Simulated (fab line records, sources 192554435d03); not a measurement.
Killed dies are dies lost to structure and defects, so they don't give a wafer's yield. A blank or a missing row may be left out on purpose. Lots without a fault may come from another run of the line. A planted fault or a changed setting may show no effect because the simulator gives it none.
Which tool did it? | flow n5_finfet | 21 lots, 63 wafers sampled, at 4 steps of a route of 1938

WHAT THE GAUGES READ, wafer by wafer
N5_SD_EPI_N_CD_MEAS_09: target cd 120 nm. Usual: cd_nm 120.1 nm, standard deviation 0.84.
lot  | measured    | on        | cd_nm (nm)        | flag
L077 | day 3 21:54 | cd_sem-03 | 120.9 120.5 121.5 |
L078 | day 4 01:11 | cd_sem-01 | 121.0 121.1 120.8 |
L079 | day 4 06:37 | cd_sem-03 | 120.2 119.7 121.2 |
L080 | day 4 17:11 | cd_sem-03 | 121.0 120.2 119.0 |
L081 | day 4 18:40 | cd_sem-01 | 119.4 120.5 120.8 |
L082 | day 5 03:11 | cd_sem-02 | 120.4 119.7 117.7 |
L083 | day 5 06:46 | cd_sem-02 | 120.4 119.9 119.9 |
L084 | day 5 16:04 | cd_sem-02 | 120.4 120.3 119.0 |
L085 | day 5 21:00 | cd_sem-02 | 119.6 119.4 119.4 |
L086 | day 6 03:14 | cd_sem-03 | 120.2 119.4 120.5 |
L087 | day 6 07:11 | cd_sem-03 | 119.1 119.9 117.4 |
L088 | day 6 15:23 | cd_sem-01 | 120.1 119.5 121.2 |
L089 | day 6 19:32 | cd_sem-01 | 120.2 120.7 120.7 |
L090 | day 6 23:18 | cd_sem-01 | 120.5 119.4 120.2 |
L091 | day 7 06:26 | cd_sem-03 | 117.1 117.5 119.9 |
L092 | day 7 12:10 | cd_sem-01 | 120.4 121.1 120.6 |
L093 | day 7 18:37 | cd_sem-03 | 120.7 121.0 118.5 |
L094 | day 8 01:18 | cd_sem-03 | 120.3 119.4 120.5 |
L095 | day 8 06:08 | cd_sem-02 | 121.1 120.0 120.2 |
L096 | day 8 12:47 | cd_sem-01 | 119.8 119.0 117.5 |
L097 | day 8 19:22 | cd_sem-03 | 121.7 120.4 120.6 |

N5_ILD0_THK_MEAS_08. Usual: thk_nm 138.5 nm, standard deviation 1.2.
lot  | measured    | on            | thk_nm (nm)       | flag
L077 | day 4 12:16 | film_metro-01 | 138.8 138.2 137.0 |
L078 | day 4 13:59 | film_metro-02 | 138.5 137.5 138.4 |
L079 | day 4 18:58 | film_metro-02 | 138.9 137.4 138.7 |
L080 | day 5 06:58 | film_metro-01 | 139.1 137.5 139.6 |
L081 | day 5 07:17 | film_metro-02 | 138.7 137.0 136.8 |
L082 | day 5 17:16 | film_metro-01 | 139.6 139.1 139.3 |
L083 | day 5 19:25 | film_metro-02 | 139.2 138.7 139.5 |
L084 | day 6 05:50 | film_metro-01 | 137.5 138.3 139.5 |
L085 | day 6 10:52 | film_metro-01 | 136.9 136.3 136.2 |
L086 | day 6 17:00 | film_metro-01 | 141.1 140.2 141.6 |
L087 | day 6 21:07 | film_metro-01 | 137.0 138.6 136.8 |
L088 | day 7 05:00 | film_metro-01 | 136.7 137.7 137.8 |
L089 | day 7 10:20 | film_metro-02 | 136.3 138.3 137.1 |
L090 | day 7 13:07 | film_metro-02 | 138.5 139.6 137.9 |
L091 | day 7 18:59 | film_metro-01 | 138.5 138.0 139.0 |
L092 | day 8 00:59 | film_metro-02 | 137.2 138.2 139.1 |
L093 | day 8 08:16 | film_metro-01 | 137.7 139.3 139.6 |
L094 | day 8 15:20 | film_metro-01 | 139.1 140.1 138.4 |
L095 | day 8 19:13 | film_metro-02 | 138.5 138.6 138.9 |
L096 | day 9 01:07 | film_metro-02 | 139.8 139.4 138.4 |
L097 | day 9 08:01 | film_metro-02 | 139.8 141.9 139.1 |

WHICH TOOL RAN EACH LOT (tool, then ch and the chambers of the sampled wafers, then the start)
lot  | N5_SD_EPI_N_ETCH_34               | N5_SD_ACTIVATION_LSA_01
L077 | rie_diel-04 ch 1,2,3, day 3 22:07 | laser_anneal-01 ch 0, day 4 08:43
L078 | rie_diel-04 ch 0,2,3, day 4 01:19 | laser_anneal-02 ch 0, day 4 10:27
L079 | rie_diel-01 ch 0,1,2, day 4 07:05 | laser_anneal-01 ch 0, day 4 15:25
L080 | rie_diel-01 ch 0,1,2, day 4 17:19 | laser_anneal-02 ch 0, day 5 03:09
L081 | rie_diel-01 ch 0,2, day 4 18:51   | laser_anneal-01 ch 0, day 5 03:22
L082 | rie_diel-04 ch 1,2,3, day 5 03:18 | laser_anneal-02 ch 0, day 5 13:34
L083 | rie_diel-04 ch 0,2, day 5 06:53   | laser_anneal-01 ch 0, day 5 15:51
L084 | rie_diel-04 ch 0,1,3, day 5 16:15 | laser_anneal-02 ch 0, day 6 02:14
L085 | rie_diel-01 ch 0,1,3, day 5 21:29 | laser_anneal-01 ch 0, day 6 06:27
L086 | rie_diel-04 ch 0,1,2, day 6 03:22 | laser_anneal-02 ch 0, day 6 13:28
L087 | rie_diel-01 ch 0,1,3, day 6 07:29 | laser_anneal-01 ch 0, day 6 17:24
L088 | rie_diel-01 ch 0,1,3, day 6 15:32 | laser_anneal-02 ch 0, day 7 01:26
L089 | rie_diel-01 ch 0,1, day 6 19:52   | laser_anneal-01 ch 0, day 7 06:50
L090 | rie_diel-01 ch 0,1,3, day 7 00:02 | laser_anneal-02 ch 0, day 7 09:38
L091 | rie_diel-04 ch 0,2,3, day 7 06:33 | laser_anneal-01 ch 0, day 7 14:56
L092 | rie_diel-04 ch 0,1,2, day 7 12:17 | laser_anneal-02 ch 0, day 7 21:28
L093 | rie_diel-01 ch 2,3, day 7 18:45   | laser_anneal-01 ch 0, day 8 04:43
L094 | rie_diel-04 ch 0,1, day 8 01:38   | laser_anneal-02 ch 0, day 8 11:43
L095 | rie_diel-01 ch 0,1, day 8 06:16   | laser_anneal-01 ch 0, day 8 14:32
L096 | rie_diel-01 ch 1,2, day 8 12:55   | laser_anneal-02 ch 0, day 8 21:19
L097 | rie_diel-01 ch 1,2,3, day 8 19:45 | laser_anneal-01 ch 0, day 9 04:30
- N5_SD_EPI_N_ETCH_34: etches SiARC in CF4, target depth 45.5 nm, time 75.8 s.
- N5_SD_ACTIVATION_LSA_01: time 0.0008 s.

WHAT THE TOOLS THEMSELVES READ (means of the sampled wafers that have a number; where no wafer has one, the mark that the record gives instead)
N5_SD_EPI_N_ETCH_34. Usual: bias_w 35.99 W, standard deviation 0.11; chamber_pressure_mTorr 40.00 mTorr, standard deviation 0.035; drypump_motor_current_A 5.6 A, standard deviation 0.47; etch_rf_on_time_s 74.9 s, standard deviation 2.1; oes_product_au 0.69 a.u., standard deviation 0.078; rf_vpp_V 184.2 V, standard deviation 1.4; showerhead_plenum_p_Torr 2.16 Torr, standard deviation 0.097; throttle_valve_pct 15.59 %, standard deviation 0.21.
lot  | tool        | bias_w (W) | chamber_pressure_mTorr (mTorr) | drypump_motor_current_A (A) | etch_rf_on_time_s (s) | oes_product_au (a.u.) | rf_vpp_V (V) | showerhead_plenum_p_Torr (Torr) | throttle_valve_pct (%) | flag
L077 | rie_diel-04 | 36.03      | 39.99                          | 5.3                         | 73.1                  | 0.67                  | 183.7        | 2.14                            | 15.62                  |
L078 | rie_diel-04 | 36.00      | 40.03                          | 5.2                         | 73.4                  | 0.75                  | 183.8        | 2.21                            | 15.53                  |
L079 | rie_diel-01 | 35.99      | 40.00                          | 5.8                         | 75.8                  | 0.66                  | 183.3        | 2.10                            | 15.64                  |
L080 | rie_diel-01 | 36.01      | 39.98                          | 5.8                         | 75.7                  | 0.66                  | 183.7        | 2.10                            | 15.65                  |
L081 | rie_diel-01 | 36.07      | 40.02                          | 5.6                         | 75.9                  | 0.65                  | 183.3        | 2.10                            | 15.83                  |
L082 | rie_diel-04 | 36.02      | 40.01                          | 5.3                         | 73.5                  | 0.73                  | 184.0        | 2.14                            | 15.46                  |
L083 | rie_diel-04 | 36.03      | 40.00                          | 5.4                         | 73.9                  | 0.78                  | 184.9        | 2.29                            | 15.51                  |
L084 | rie_diel-04 | 35.97      | 39.98                          | 5.5                         | 73.6                  | 0.74                  | 183.6        | 2.15                            | 15.56                  |
L085 | rie_diel-01 | 35.92      | 40.00                          | 6.0                         | 75.1                  | 0.67                  | 183.3        | 2.15                            | 15.50                  |
L086 | rie_diel-04 | 36.03      | 39.99                          | 5.5                         | 73.4                  | 0.77                  | 185.1        | 2.22                            | 15.44                  |
L087 | rie_diel-01 | 36.00      | 40.01                          | 6.0                         | 75.3                  | 0.67                  | 184.1        | 2.15                            | 15.51                  |
L088 | rie_diel-01 | 36.06      | 39.98                          | 6.0                         | 75.9                  | 0.66                  | 183.0        | 2.15                            | 15.51                  |
L089 | rie_diel-01 | 35.94      | 40.01                          | 6.0                         | 75.3                  | 0.66                  | 183.6        | 2.10                            | 15.50                  |
L090 | rie_diel-01 | 35.92      | 39.97                          | 5.9                         | 75.7                  | 0.66                  | 183.8        | 2.15                            | 15.52                  |
L091 | rie_diel-04 | 35.92      | 40.03                          | 5.2                         | 73.3                  | 0.70                  | 184.4        | 2.20                            | 15.59                  |
L092 | rie_diel-04 | 35.89      | 40.00                          | 5.5                         | 73.3                  | 0.76                  | 185.4        | 2.21                            | 15.46                  |
L093 | rie_diel-01 | 35.97      | 40.01                          | 5.3                         | 76.3                  | 0.77                  | 185.7        | 2.26                            | 15.61                  |
L094 | rie_diel-04 | 36.06      | 39.97                          | 5.7                         | 74.9                  | 0.75                  | 184.7        | 2.21                            | 15.55                  |
L095 | rie_diel-01 | 35.96      | 40.01                          | 6.2                         | 75.2                  | 0.68                  | 183.5        | 2.14                            | 15.46                  |
L096 | rie_diel-01 | 35.91      | 40.02                          | 5.5                         | 75.8                  | 0.68                  | 182.6        | 2.13                            | 15.62                  |
L097 | rie_diel-01 | 36.00      | 40.01                          | 5.5                         | 76.5                  | 0.68                  | 183.7        | 2.18                            | 15.64                  |

N5_SD_ACTIVATION_LSA_01. Usual: wafer_temp_C_max 1084.2, standard deviation 0.96.
lot  | tool            | wafer_temp_C_max | flag
L077 | laser_anneal-01 | 1085.0           |
L078 | laser_anneal-02 | 1083.4           |
L079 | laser_anneal-01 | 1083.7           |
L080 | laser_anneal-02 | 1083.5           |
L081 | laser_anneal-01 | 1085.4           |
L082 | laser_anneal-02 | 1083.3           |
L083 | laser_anneal-01 | 1084.6           |
L084 | laser_anneal-02 | 1083.5           |
L085 | laser_anneal-01 | 1084.2           |
L086 | laser_anneal-02 | 1084.6           |
L087 | laser_anneal-01 | 1084.5           |
L088 | laser_anneal-02 | 1083.4           |
L089 | laser_anneal-01 | 1085.2           |
L090 | laser_anneal-02 | 1083.2           |
L091 | laser_anneal-01 | 1085.1           |
L092 | laser_anneal-02 | 1083.5           |
L093 | laser_anneal-01 | 1085.0           |
L094 | laser_anneal-02 | 1083.6           |
L095 | laser_anneal-01 | 1083.3           |
L096 | laser_anneal-02 | 1084.9           |
L097 | laser_anneal-01 | 1085.1           |

THE ANSWER, worked out from the rows above alone
Rule: a lot is off if the mean of its wafers that have a number lies more than 3 standard deviations from the usual mean. A lot without any number at a reading at which 4 lots or more have one is off too. The other lots that the step has rows for count as sound. The gauges are gone through in route order, then the tools' own readings, and for those a lot's mean is taken as printed above. The first step at which some lot is off is used, and at that step the reading that is off furthest; a lot without a number counts as furthest.
No lot is off at any reading shown: from this, nothing can be told.

WHAT THE SIMULATOR HAD PUT IN
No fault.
